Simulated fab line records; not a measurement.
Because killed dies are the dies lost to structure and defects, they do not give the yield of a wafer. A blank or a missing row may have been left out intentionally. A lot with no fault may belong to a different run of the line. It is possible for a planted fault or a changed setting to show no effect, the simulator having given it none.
Chamber matching    flow nand_harc    NHARC_P_M1_STRIP_18 on rie_diel-06: 4 sister chambers
The step strips in N2/H2. 4 wafers are shown with their chamber, then 8 later ones without.

## WAFERS PAIRED WITH THEIR CHAMBERS
wafer   chamber  oes_product_au (a.u.)
L081.4  2        1.010
L087.1  3        1.004
L087.5  1        0.981
L088.1  0        1.005

## WAFERS WITHOUT THEIR CHAMBER
wafer   oes_product_au (a.u.)
L088.4  1.010
L088.6  1.005
L089.2  1.007
L089.5  1.007
L089.6  1.009
L094.1  1.004
L094.4  1.008
L094.6  1.013

## WHICH CHAMBER EACH ONE RAN IN
wafer   from the rows above           in truth
L088.4  2                             2
L088.6  can't be placed: 0 or 3       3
L089.2  can't be placed: 0 or 3 or 2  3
L089.5  can't be placed: 0 or 3 or 2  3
L089.6  can't be placed: 2 or 0       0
L094.1  can't be placed: 3 or 0       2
L094.4  can't be placed: 2 or 0 or 3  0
L094.6  2                             2
Placed correctly: 2 of 8. Unplaceable from these rows: 6, with the true chamber sitting among the candidates in 5. Wrongly placed: 0.
How it was worked out, from the rows above alone: a wafer's distance from a chamber is the root of the sum, over the readings, of the square of ((its reading less the chamber's mean) divided by the reading's scatter). If the next closest chamber is less than 2 further off than the closest, the wafer can't be placed; otherwise it belongs to the closest. The mean given for a chamber averages the wafers shown for that chamber. The scatter (one wafer shown for each chamber): square how far every hidden wafer sits from the nearest shown wafer, average those squares and take the square root.
